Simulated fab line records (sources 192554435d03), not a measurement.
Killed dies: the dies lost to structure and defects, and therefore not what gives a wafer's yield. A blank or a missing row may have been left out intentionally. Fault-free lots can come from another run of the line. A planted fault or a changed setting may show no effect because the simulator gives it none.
Which tool was responsible?	flow n5-finfet	12 lots (32 wafers sampled), 1 step of a 1938-step route

WHAT THE GAUGES SHOWED, per wafer
N5_ILD0_INSPECT_06: inspects for defects (darkfield).
lot	measured	on	raw-defect-count
L154	day 3 16:23	defect-inspect-02	32 24
L155	day 3 23:39	defect-inspect-02	53 34
L157	day 4 12:11	defect-inspect-01	46 59
L159	day 4 23:55	defect-inspect-02	34 43
L160	day 5 08:51	defect-inspect-02	24 23 34
L162	day 6 02:11	defect-inspect-02	41 42 35
L163	day 6 03:25	defect-inspect-01	49 20 33
L167	day 7 05:22	defect-inspect-02	22 66 59
L169	day 7 12:14	defect-inspect-01	17 43 57
L174	day 8 19:38	defect-inspect-01	19 38 41
L173	day 8 20:01	defect-inspect-02	39 30 23
L176	day 9 06:25	defect-inspect-01	36 21 46

WHAT TOOL EACH LOT RAN ON (gives the tool, then ch and the chambers of the sampled wafers, and finally the start)
The record holds no process step before these readings.

WHAT THE TOOLS THEMSELVES READ (means of the sampled wafers that have a number; where no wafer has one, the mark that the record gives instead)
The record holds no such reading with a usual standard deviation.

THE ANSWER, worked out from the rows above alone
Rule: the usual values come from the lots themselves. The widest of any qualifying gaps counts: lots, ordered by their means at a reading, are off when they make up no more than a third of the lots, leave a main group of 4 or more, and stand apart from it by 3 or more times the standard deviation of that group's means. If all means in a main group match to the digits the tables above print for the reading, that group is not used. A lot without any number at a reading at which 4 lots or more have one is off too. Where the step has rows for the other lots, those lots are counted as sound. First the gauges in route order, then the tools' own readings, where a lot's mean is used as printed above. The first step at which some lot is off is used, and at that step the reading that is off furthest; a lot without a number counts as furthest.
Nothing can be told from this: no lot is off at any reading shown.

WHAT THE SIMULATOR HAD INSERTED
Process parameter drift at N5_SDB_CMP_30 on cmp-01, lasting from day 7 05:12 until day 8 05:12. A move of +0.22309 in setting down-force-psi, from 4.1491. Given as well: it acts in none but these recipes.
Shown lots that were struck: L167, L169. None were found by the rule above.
